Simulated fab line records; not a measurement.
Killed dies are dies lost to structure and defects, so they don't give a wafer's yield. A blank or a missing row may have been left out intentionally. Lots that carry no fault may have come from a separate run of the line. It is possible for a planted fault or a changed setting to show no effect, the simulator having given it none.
fab line records	flow n5-finfet
record lots=5	wafers=15	last-day=17
route steps=1938 shown BEOL_M4@1047
lots that met no fault: taken from a fault-free run of the same line
start-h: hours from the record's first day to the start of the lot's first wafer shown	wait-h: time in hours since the lot's previous step	" as in the row above	L1.1+2: several wafers, shown together as one row	- no value present, or no start provided	* or withheld: withheld	< > ~ a bound
route shown NAME@n: NAME is a module with steps in the file, n the number in the route of the first one	usual: the fault-free wafers' mean and standard deviation	same: alike in all rows	chamber/n: place in a boat	sites: readings site by site	_std_site: standard deviation across them	_edge_site: mean of outer sites minus mean of inner sites	radius-mm: for every site, how far away it sits from the centre of the wafer	mask NAME#n: copy n	behind: the most recent tool/chamber to have shaped the wafer	hold: why the lot went on hold/how many hours it stayed there/how the hold came to an end	device: names the non-switching transistor (n, p or np)	end of line: tests run on the same wafers once the route is complete	step lacking rows: just its recipe	killed: count of dies lost to structure and defects at first sort (not the wafer's yield)	map: the dies of a wafer, with x for killed, . for not killed, _ for no die there
set.NAME: the run value of the setting; set.NAME@STEP: its run value at that earlier step	model.NAME: the simulator's own value behind a step, which no gauge read
a table for each step, a row for each wafer; lots at some steps of the route
services: the hour from which a tool's chamber was out of use, counted from the record's first day as start-h (under 0 if before that day), plus the number of hours and why
## steps
# step N5_BEOL_M4_COAT_67
# recipe resist=SOC	temp-c=250	time-s=60	spin-rpm=1500	resist-thk-nm=60
# usual chill-plate-temp-C=23.02/0.095	exhaust-pa=45.0/0.91
lot.wafer	tool	chamber	start-h	wait-h	chill-plate-temp-C	exhaust-pa
L077.1	litho-track-03	0	188.56	0.0	23.12	45.3
L077.4	"	0	"	"	23.09	45.1
L077.6	"	0	"	"	23.05	44.9
L081.1	litho-track-04	0	203.60	0.0	23.12	44.9
L081.3	"	0	"	"	23.05	43.4
L081.4	"	0	"	"	23.10	43.1
L084.1	litho-track-03	0	222.21	0.0	23.03	45.7
L084.5	"	0	"	"	23.04	45.1
L084.6	"	0	"	"	22.89	44.9
L087.1	litho-track-03	0	250.09	0.0	22.91	45.2
L087.4	"	0	"	"	22.97	46.6
L087.5	"	0	"	"	23.07	45.3
L091.1	litho-track-04	0	273.88	0.0	23.15	45.3
L091.3	"	0	"	"	23.06	45.9
L091.6	"	0	"	"	22.99	46.6
# step N5_BEOL_M4_COAT_68
# recipe resist=SiARC	temp-c=220	time-s=60	spin-rpm=1500	resist-thk-nm=12
# usual chill-plate-temp-C=22.99/0.11	exhaust-pa=45.1/0.78
lot.wafer	tool	chamber	start-h	wait-h	chill-plate-temp-C	exhaust-pa
L077.1	litho-track-03	0	-	-	23.03	45.2
L077.4	"	0	"	"	23.07	46.8
L077.6	"	0	"	"	23.00	45.0
L081.1	litho-track-04	0	-	-	22.93	45.5
L081.3	"	0	"	"	23.00	44.7
L081.4	"	0	"	"	23.15	45.6
L084.1	litho-track-03	0	-	-	22.81	45.1
L084.5	"	0	"	"	22.86	44.8
L084.6	"	0	"	"	22.83	44.4
L087.1	litho-track-03	0	-	-	22.99	46.4
L087.4	"	0	"	"	22.98	45.2
L087.5	"	0	"	"	23.05	44.7
L091.1	litho-track-04	0	-	-	23.16	45.1
L091.3	"	0	"	"	23.02	45.3
L091.6	"	0	"	"	23.22	44.1
# step N5_BEOL_M4_COAT_76
# recipe resist=underlayer	temp-c=205	time-s=60	spin-rpm=1500	resist-thk-nm=5
# usual chill-plate-temp-C=22.99/0.11	exhaust-pa=44.9/0.83
lot.wafer	tool	chamber	start-h	wait-h	chill-plate-temp-C	exhaust-pa
L077.1	litho-track-03	0	-	-	23.09	44.2
L077.4	"	0	"	"	23.00	42.9
L077.6	"	0	"	"	23.15	44.9
L081.1	litho-track-04	0	-	-	22.89	44.2
L081.3	"	0	"	"	22.91	44.9
L081.4	"	0	"	"	22.99	46.5
L084.1	litho-track-03	0	-	-	22.87	45.6
L084.5	"	0	"	"	23.01	46.8
L084.6	"	0	"	"	23.06	46.0
L087.1	litho-track-03	0	-	-	22.94	45.8
L087.4	"	0	"	"	23.10	46.0
L087.5	"	0	"	"	23.04	45.7
L091.1	litho-track-04	0	-	-	23.12	44.6
L091.3	"	0	"	"	22.98	45.8
L091.6	"	0	"	"	23.10	44.4
# step N5_BEOL_M4_COAT_22
# recipe resist=CAR-EUV	spin-rpm=1500	resist-thk-nm=30
# usual chill-plate-temp-C=23.02/0.098	exhaust-pa=45.2/0.8
lot.wafer	tool	chamber	start-h	wait-h	chill-plate-temp-C	exhaust-pa
L077.1	litho-track-03	0	-	-	23.18	44.9
L077.4	"	0	"	"	22.96	45.4
L077.6	"	0	"	"	23.20	45.5
L081.1	litho-track-04	0	-	-	22.87	45.6
L081.3	"	0	"	"	23.01	46.0
L081.4	"	0	"	"	22.99	44.3
L084.1	litho-track-03	0	-	-	23.22	45.6
L084.5	"	0	"	"	22.97	45.7
L084.6	"	0	"	"	23.10	45.9
L087.1	litho-track-03	0	-	-	23.21	46.3
L087.4	"	0	"	"	23.10	45.5
L087.5	"	0	"	"	23.02	46.3
L091.1	litho-track-04	0	-	-	22.95	45.4
L091.3	"	0	"	"	22.96	46.0
L091.6	"	0	"	"	22.89	46.4
# step N5_BEOL_M4_EBR_24
# recipe solvent=PGMEA	ebr-width-mm=1.5
# usual chill-plate-temp-C=22.99/0.11	exhaust-pa=45.0/0.86
lot.wafer	tool	chamber	start-h	wait-h	chill-plate-temp-C	exhaust-pa
L077.1	litho-track-03	0	-	-	23.09	44.7
L077.4	"	0	"	"	22.97	46.7
L077.6	"	0	"	"	22.93	45.2
L081.1	litho-track-04	0	-	-	22.90	44.9
L081.3	"	0	"	"	22.87	44.4
L081.4	"	0	"	"	23.07	45.1
L084.1	litho-track-03	0	-	-	23.22	44.9
L084.5	"	0	"	"	22.86	45.3
L084.6	"	0	"	"	22.94	44.9
L087.1	litho-track-03	0	-	-	23.17	45.2
L087.4	"	0	"	"	23.13	46.2
L087.5	"	0	"	"	23.14	45.4
L091.1	litho-track-04	0	-	-	22.94	44.0
L091.3	"	0	"	"	23.23	45.7
L091.6	"	0	"	"	23.01	45.8
# step N5_BEOL_M4_SOFTBAKE_23
# recipe temp-c=110	time-s=60	resist=CAR-EUV
# usual chill-plate-temp-C=22.99/0.1	exhaust-pa=45.0/0.87
lot.wafer	tool	chamber	start-h	wait-h	chill-plate-temp-C	exhaust-pa
L077.1	litho-track-03	0	-	-	22.99	45.6
L077.4	"	0	"	"	23.07	45.7
L077.6	"	0	"	"	23.06	45.8
L081.1	litho-track-04	0	-	-	22.93	45.8
L081.3	"	0	"	"	22.97	44.3
L081.4	"	0	"	"	22.95	46.2
L084.1	litho-track-03	0	-	-	22.99	45.3
L084.5	"	0	"	"	23.13	44.6
L084.6	"	0	"	"	22.95	44.3
L087.1	litho-track-03	0	-	-	22.95	45.5
L087.4	"	0	"	"	23.06	45.8
L087.5	"	0	"	"	23.24	46.5
L091.1	litho-track-04	0	-	-	23.08	45.5
L091.3	"	0	"	"	23.15	44.0
L091.6	"	0	"	"	22.99	45.3
# step N5_BEOL_M4_EXPOSE_25
# recipe mask-id=V3	na=0.33	source-shape=quasar	sigma-inner=0.2	sigma-outer=0.8	polarization=unpolarized	defocus-nm=5	dose-mj=63
# usual stage-msd-nm=0.80/0.095
# same dipole-opening-deg=30	sigma-inner=0.2
lot.wafer	tool	chamber	start-h	wait-h	mask	stage-msd-nm
L077.1	euv-scanner-02	0	188.70	-	V3#0	0.73
L077.4	"	0	"	"	V3#0	0.73
L077.6	"	0	"	"	V3#0	0.73
L081.1	euv-scanner-02	0	203.74	-	V3#0	0.73
L081.3	"	0	"	"	V3#0	0.73
L081.4	"	0	"	"	V3#0	0.73
L084.1	euv-scanner-02	0	222.35	-	V3#0	0.73
L084.5	"	0	"	"	V3#0	0.72
L084.6	"	0	"	"	V3#0	0.73
L087.1	euv-scanner-02	0	250.35	-	V3#0	0.73
L087.4	"	0	"	"	V3#0	0.73
L087.5	"	0	"	"	V3#0	0.73
L091.1	euv-scanner-02	0	274.02	-	V3#0	0.73
L091.3	"	0	"	"	V3#0	0.72
L091.6	"	0	"	"	V3#0	0.73
# step N5_BEOL_M4_PEB_26
# recipe peb-temp-c=100	peb-time-s=60	resist=CAR-EUV
# usual chill-plate-temp-C=23.00/0.12	exhaust-pa=45.1/0.94
# same peb-time-s=60
lot.wafer	tool	chamber	start-h	wait-h	chill-plate-temp-C	exhaust-pa
L077.1	litho-track-03	0	188.78	0.1	22.89	45.8
L077.4	"	0	"	"	22.82	44.1
L077.6	"	0	"	"	22.94	43.8
L081.1	litho-track-04	0	203.82	0.1	22.65	44.9
L081.3	"	0	"	"	22.81	44.4
L081.4	"	0	"	"	22.81	42.8
L084.1	litho-track-03	0	222.43	0.1	22.92	44.8
L084.5	"	0	"	"	23.02	43.7
L084.6	"	0	"	"	23.07	45.7
L087.1	litho-track-01	0	250.43	0.1	22.86	44.6
L087.4	"	0	"	"	22.98	44.6
L087.5	"	0	"	"	22.82	45.3
L091.1	litho-track-04	0	274.10	0.1	22.86	44.5
L091.3	"	0	"	"	23.02	44.4
L091.6	"	0	"	"	22.84	46.2
# step N5_BEOL_M4_DEVELOP_27
# recipe develop-time-s=30	developer=TMAH	resist=CAR-EUV	rinse-liquid=surfactant-rinse	dry=air-spin	dev-temp-c=23
# usual chill-plate-temp-C=23.00/0.11	exhaust-pa=45.1/0.81
# same develop-time-s=30
lot.wafer	tool	chamber	start-h	wait-h	chill-plate-temp-C	exhaust-pa
L077.1	litho-track-03	0	-	-	23.03	45.4
L077.4	"	0	"	"	23.06	46.6
L077.6	"	0	"	"	23.03	44.7
L081.1	litho-track-04	0	-	-	23.14	44.9
L081.3	"	0	"	"	23.03	43.9
L081.4	"	0	"	"	22.92	45.5
L084.1	litho-track-03	0	-	-	22.89	45.2
L084.5	"	0	"	"	22.94	45.7
L084.6	"	0	"	"	22.92	46.1
L087.1	litho-track-01	0	-	-	22.89	44.3
L087.4	"	0	"	"	23.01	46.5
L087.5	"	0	"	"	22.92	45.7
L091.1	litho-track-04	0	-	-	23.03	46.0
L091.3	"	0	"	"	22.97	45.9
L091.6	"	0	"	"	22.99	45.0
# step N5_BEOL_M4_CD_MEAS_28
# recipe target-cd-nm=26.2	landing-energy-ev=500	detector=se-inlens	target-cd-y-nm=24.1	polarity=opening
# usual cd-nm=26.10/0.29
lot.wafer	tool	chamber	start-h	wait-h	cd-nm
L077.1	cd-sem-01	0	188.85	-	25.87
L077.4	"	0	"	"	26.27
L077.6	"	0	"	"	25.98
L081.1	cd-sem-02	0	203.89	-	25.96
L081.3	"	0	"	"	25.87
L081.4	"	0	"	"	25.21
L084.1	cd-sem-02	0	222.50	-	25.96
L084.5	"	0	"	"	26.17
L084.6	"	0	"	"	26.15
L087.1	cd-sem-01	0	250.50	-	26.35
L087.4	"	0	"	"	26.12
L087.5	"	0	"	"	26.19
L091.1	cd-sem-03	0	274.17	-	26.16
L091.3	"	0	"	"	26.24
L091.6	"	0	"	"	26.00
# step N5_BEOL_M4_OVL_MEAS_29
# recipe points-per-wafer=522
# usual V3_OVL=0.4/0.68
lot.wafer	tool	chamber	start-h	wait-h	V3_OVL[nm]
L077.1	overlay-01	0	188.88	0.0	0.3
L077.4	"	0	"	"	-0.2
L077.6	"	0	"	"	-1.0
L081.1	overlay-01	0	203.92	0.0	0.1
L081.3	"	0	"	"	0.3
L081.4	"	0	"	"	1.1
L084.1	overlay-02	0	222.53	0.0	0.7
L084.5	"	0	"	"	0.1
L084.6	"	0	"	"	0.3
L087.1	overlay-01	0	250.53	0.0	0.1
L087.4	"	0	"	"	1.1
L087.5	"	0	"	"	-0.3
L091.1	overlay-01	0	274.20	0.0	0.4
L091.3	"	0	"	"	-0.2
L091.6	"	0	"	"	0.7
## services
tool	chamber	start-h	hours	kind
euv-scanner-02	-	185.86	1.0	pm
euv-scanner-02	0	198.22	-	calibration
euv-scanner-02	-	242.01	1.0	pm
euv-scanner-02	-	257.38	0.6	repair
## key
fault none
